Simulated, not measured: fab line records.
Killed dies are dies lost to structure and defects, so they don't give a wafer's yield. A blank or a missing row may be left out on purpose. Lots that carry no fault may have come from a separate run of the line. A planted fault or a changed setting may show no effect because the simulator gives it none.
The tool behind it: which one? / flow n5 finfet / 11 lots, 33 wafers sampled, at 5 steps of a route of 1938

## WHAT EACH GAUGE READ, for each wafer
N5_STI_FIN_REVEAL_CD_MEAS_22: target cd 6.238 nm, pitch 28 nm.
lot=L724; measured=day 3 03:08; on=cd sem-01; cd nm (nm)=6.48 6.12 6.50
lot=L725; measured=day 3 07:21; on=cd sem-02; cd nm (nm)=6.29 6.03 6.12
lot=L729; measured=day 4 08:38; on=cd sem-02; cd nm (nm)=6.34 6.54 5.74
lot=L730; measured=day 4 13:02; on=cd sem-01; cd nm (nm)=6.82 6.71 6.03
lot=L732; measured=day 5 02:18; on=cd sem-01; cd nm (nm)=5.90 6.08 6.25
lot=L733; measured=day 5 08:20; on=cd sem-03; cd nm (nm)=6.12 6.06 6.09
lot=L734; measured=day 5 14:39; on=cd sem-01; cd nm (nm)=6.52 6.72 6.63
lot=L740; measured=day 7 00:35; on=cd sem-03; cd nm (nm)=6.91 6.38 6.32
lot=L741; measured=day 7 07:03; on=cd sem-01; cd nm (nm)=6.81 6.75 6.51
lot=L744; measured=day 8 01:43; on=cd sem-03; cd nm (nm)=6.29 6.80 6.46
lot=L745; measured=day 8 06:43; on=cd sem-01; cd nm (nm)=6.21 5.97 6.39

N5_STI_FIN_REVEAL_FIN_H_MEAS_10.
lot=L724; measured=day 3 03:10; on=ocd-01; trench depth nm (nm)=50.7 51.2 51.3
lot=L725; measured=day 3 07:23; on=ocd-02; trench depth nm (nm)=50.7 51.0 51.6
lot=L729; measured=day 4 08:40; on=ocd-01; trench depth nm (nm)=51.8 50.9 51.0
lot=L730; measured=day 4 13:04; on=ocd-01; trench depth nm (nm)=51.2 50.8 51.5
lot=L732; measured=day 5 02:20; on=ocd-02; trench depth nm (nm)=52.2 52.0 42.1
lot=L733; measured=day 5 08:22; on=ocd-01; trench depth nm (nm)=51.6 43.4 43.3
lot=L734; measured=day 5 14:41; on=ocd-02; trench depth nm (nm)=41.9 49.5 52.6
lot=L740; measured=day 7 00:37; on=ocd-02; trench depth nm (nm)=51.6 51.1 52.1
lot=L741; measured=day 7 07:05; on=ocd-01; trench depth nm (nm)=52.9 53.0 52.8
lot=L744; measured=day 8 01:45; on=ocd-01; trench depth nm (nm)=52.5 51.1 51.6
lot=L745; measured=day 8 06:45; on=ocd-02; trench depth nm (nm)=52.1 52.2 52.4

## EACH LOT AND THE TOOL THAT RAN IT (in order: tool; ch and the chambers of the sampled wafers; start)
lot=L724; N5_FIN_CUT_CUT_ETCH_27=rie diel-05 ch 0,1,3, day 2 16:45; N5_STI_FIN_REVEAL_DENSIFY_30=rtp anneal-02 ch 0, day 2 23:56; N5_STI_FIN_REVEAL_RECESS_09=vapor etch-01 ch 0,1, day 3 00:59
lot=L725; N5_FIN_CUT_CUT_ETCH_27=rie diel-05 ch 1,3, day 2 21:45; N5_STI_FIN_REVEAL_DENSIFY_30=rtp anneal-02 ch 0, day 3 03:41; N5_STI_FIN_REVEAL_RECESS_09=vapor etch-02 ch 0,1, day 3 04:09
lot=L729; N5_FIN_CUT_CUT_ETCH_27=rie diel-02 ch 0,1,2, day 3 23:11; N5_STI_FIN_REVEAL_DENSIFY_30=rtp anneal-02 ch 0, day 4 05:35; N5_STI_FIN_REVEAL_RECESS_09=vapor etch-01 ch 0,1, day 4 06:29
lot=L730; N5_FIN_CUT_CUT_ETCH_27=rie diel-02 ch 0,1,2, day 4 03:56; N5_STI_FIN_REVEAL_DENSIFY_30=rtp anneal-02 ch 0, day 4 09:53; N5_STI_FIN_REVEAL_RECESS_09=vapor etch-01 ch 0,1, day 4 10:21
lot=L732; N5_FIN_CUT_CUT_ETCH_27=rie diel-02 ch 0,3, day 4 16:35; N5_STI_FIN_REVEAL_DENSIFY_30=rtp anneal-01 ch 0, day 4 23:16; N5_STI_FIN_REVEAL_RECESS_09=vapor etch-01 ch 0,1, day 5 00:10
lot=L733; N5_FIN_CUT_CUT_ETCH_27=rie diel-06 ch 0,1, day 4 22:18; N5_STI_FIN_REVEAL_DENSIFY_30=rtp anneal-02 ch 0, day 5 05:11; N5_STI_FIN_REVEAL_RECESS_09=vapor etch-01 ch 0,1, day 5 05:40
lot=L734; N5_FIN_CUT_CUT_ETCH_27=rie diel-02 ch 2,3, day 5 05:33; N5_STI_FIN_REVEAL_DENSIFY_30=rtp anneal-02 ch 0, day 5 11:29; N5_STI_FIN_REVEAL_RECESS_09=vapor etch-01 ch 0,1, day 5 11:58
lot=L740; N5_FIN_CUT_CUT_ETCH_27=rie diel-02 ch 1,2,3, day 6 15:32; N5_STI_FIN_REVEAL_DENSIFY_30=rtp anneal-01 ch 0, day 6 21:25; N5_STI_FIN_REVEAL_RECESS_09=vapor etch-02 ch 0,1, day 6 21:55
lot=L741; N5_FIN_CUT_CUT_ETCH_27=rie diel-06 ch 1,2,3, day 6 21:44; N5_STI_FIN_REVEAL_DENSIFY_30=rtp anneal-02 ch 0, day 7 03:44; N5_STI_FIN_REVEAL_RECESS_09=vapor etch-02 ch 0,1, day 7 04:19
lot=L744; N5_FIN_CUT_CUT_ETCH_27=rie diel-05 ch 1,3, day 7 16:11; N5_STI_FIN_REVEAL_DENSIFY_30=rtp anneal-01 ch 0, day 7 22:20; N5_STI_FIN_REVEAL_RECESS_09=vapor etch-01 ch 0,1, day 7 22:52
lot=L745; N5_FIN_CUT_CUT_ETCH_27=rie diel-05 ch 1,2,3, day 7 21:32; N5_STI_FIN_REVEAL_DENSIFY_30=rtp anneal-01 ch 0, day 8 03:35; N5_STI_FIN_REVEAL_RECESS_09=vapor etch-01 ch 0,1, day 8 04:02
- N5_FIN_CUT_CUT_ETCH_27: etches SiO2 in CHF3/O2, target depth 4 nm, overetch 2 nm, time 4.9 s.
- N5_STI_FIN_REVEAL_DENSIFY_30
- N5_STI_FIN_REVEAL_RECESS_09: chemistry HF/NH3, target SiO2, afs cycles 11, target depth 42.5 nm, sublimation time 60 s.

## WHAT THE TOOLS THEMSELVES READ (means of the sampled wafers that have a number; where no wafer has one, the mark that the record gives instead)
N5_FIN_CUT_CUT_ETCH_27.
lot=L724; tool=rie diel-05; drypump motor current A (A)=5.6; oes_f_703_au (a.u.)=0.73; oes product au (a.u.)=0.59; rf vpp V (V)=527; showerhead plenum p Torr (Torr)=2.41; throttle valve pct (%)=18.90
lot=L725; tool=rie diel-05; drypump motor current A (A)=5.5; oes_f_703_au (a.u.)=0.73; oes product au (a.u.)=0.60; rf vpp V (V)=525; showerhead plenum p Torr (Torr)=2.36; throttle valve pct (%)=19.03
lot=L729; tool=rie diel-02; drypump motor current A (A)=6.1; oes_f_703_au (a.u.)=0.75; oes product au (a.u.)=0.59; rf vpp V (V)=527; showerhead plenum p Torr (Torr)=2.44; throttle valve pct (%)=18.92
lot=L730; tool=rie diel-02; drypump motor current A (A)=6.0; oes_f_703_au (a.u.)=0.75; oes product au (a.u.)=0.58; rf vpp V (V)=527; showerhead plenum p Torr (Torr)=2.44; throttle valve pct (%)=18.92
lot=L732; tool=rie diel-02; drypump motor current A (A)=6.6; oes_f_703_au (a.u.)=0.78; oes product au (a.u.)=0.62; rf vpp V (V)=531; showerhead plenum p Torr (Torr)=2.39; throttle valve pct (%)=19.01
lot=L733; tool=rie diel-06; drypump motor current A (A)=6.2; oes_f_703_au (a.u.)=0.87; oes product au (a.u.)=0.70; rf vpp V (V)=530; showerhead plenum p Torr (Torr)=2.42; throttle valve pct (%)=18.51
lot=L734; tool=rie diel-02; drypump motor current A (A)=6.1; oes_f_703_au (a.u.)=0.77; oes product au (a.u.)=0.59; rf vpp V (V)=516; showerhead plenum p Torr (Torr)=2.37; throttle valve pct (%)=18.91
lot=L740; tool=rie diel-02; drypump motor current A (A)=6.0; oes_f_703_au (a.u.)=0.76; oes product au (a.u.)=0.59; rf vpp V (V)=519; showerhead plenum p Torr (Torr)=2.40; throttle valve pct (%)=18.88
lot=L741; tool=rie diel-06; drypump motor current A (A)=6.0; oes_f_703_au (a.u.)=0.74; oes product au (a.u.)=0.58; rf vpp V (V)=534; showerhead plenum p Torr (Torr)=2.37; throttle valve pct (%)=18.82
lot=L744; tool=rie diel-05; drypump motor current A (A)=5.4; oes_f_703_au (a.u.)=0.73; oes product au (a.u.)=0.58; rf vpp V (V)=522; showerhead plenum p Torr (Torr)=2.38; throttle valve pct (%)=19.01
lot=L745; tool=rie diel-05; drypump motor current A (A)=5.9; oes_f_703_au (a.u.)=0.72; oes product au (a.u.)=0.57; rf vpp V (V)=518; showerhead plenum p Torr (Torr)=2.37; throttle valve pct (%)=18.96

N5_STI_FIN_REVEAL_DENSIFY_30.
lot=L724; tool=rtp anneal-02; lamp power pct (%)=11.58; lamp_zone_4_pct (%)=11.549
lot=L725; tool=rtp anneal-02; lamp power pct (%)=11.50; lamp_zone_4_pct (%)=11.541
lot=L729; tool=rtp anneal-02; lamp power pct (%)=11.45; lamp_zone_4_pct (%)=11.536
lot=L730; tool=rtp anneal-02; lamp power pct (%)=11.54; lamp_zone_4_pct (%)=11.540
lot=L732; tool=rtp anneal-01; lamp power pct (%)=11.51; lamp_zone_4_pct (%)=11.527
lot=L733; tool=rtp anneal-02; lamp power pct (%)=11.54; lamp_zone_4_pct (%)=11.541
lot=L734; tool=rtp anneal-02; lamp power pct (%)=11.56; lamp_zone_4_pct (%)=11.526
lot=L740; tool=rtp anneal-01; lamp power pct (%)=11.56; lamp_zone_4_pct (%)=11.532
lot=L741; tool=rtp anneal-02; lamp power pct (%)=11.52; lamp_zone_4_pct (%)=11.519
lot=L744; tool=rtp anneal-01; lamp power pct (%)=11.50; lamp_zone_4_pct (%)=11.523
lot=L745; tool=rtp anneal-01; lamp power pct (%)=11.47; lamp_zone_4_pct (%)=11.523

N5_STI_FIN_REVEAL_RECESS_09.
lot=L724; tool=vapor etch-01; drypump motor current A (A)=5.4
lot=L725; tool=vapor etch-02; drypump motor current A (A)=5.4
lot=L729; tool=vapor etch-01; drypump motor current A (A)=5.5
lot=L730; tool=vapor etch-01; drypump motor current A (A)=5.4
lot=L732; tool=vapor etch-01; drypump motor current A (A)=6.0
lot=L733; tool=vapor etch-01; drypump motor current A (A)=6.0
lot=L734; tool=vapor etch-01; drypump motor current A (A)=6.0
lot=L740; tool=vapor etch-02; drypump motor current A (A)=5.7
lot=L741; tool=vapor etch-02; drypump motor current A (A)=5.4
lot=L744; tool=vapor etch-01; drypump motor current A (A)=6.0
lot=L745; tool=vapor etch-01; drypump motor current A (A)=5.4

## THE ANSWER, worked out from the rows above alone
Rule: the usual values come from the lots themselves. Put in order of their means at a reading, lots are off if they are a third of the lots or fewer, leave a main group of 4 or more, and stand apart from it by a gap of 3 or more times the standard deviation of the main group's means; of several such gaps the widest counts. A main group whose means are all the same, to the digits that the tables above print for the reading, isn't used. A lot without any number at a reading at which 4 lots or more have one is off too. The other lots that the step has rows for count as sound. First the gauges in route order, then the tools' own readings, where a lot's mean is used as printed above. At the first step where some lot is off, the reading lying furthest off is the one used; lots without a number count as furthest.
Off: L732, L733, L734, at N5_STI_FIN_REVEAL_FIN_H_MEAS_10 (trench depth nm). The main group: mean 51.6 nm, standard deviation 0.61.
If a tool, at a process step before that reading, ran all the lots that are off and no sound lot after the first of them, it fits. Gauges at N5_STI_FIN_REVEAL_FIN_H_MEAS_10: tried the same way as those tools. Not one of the candidates tried fits.

## WHAT THE SIMULATOR PUT IN
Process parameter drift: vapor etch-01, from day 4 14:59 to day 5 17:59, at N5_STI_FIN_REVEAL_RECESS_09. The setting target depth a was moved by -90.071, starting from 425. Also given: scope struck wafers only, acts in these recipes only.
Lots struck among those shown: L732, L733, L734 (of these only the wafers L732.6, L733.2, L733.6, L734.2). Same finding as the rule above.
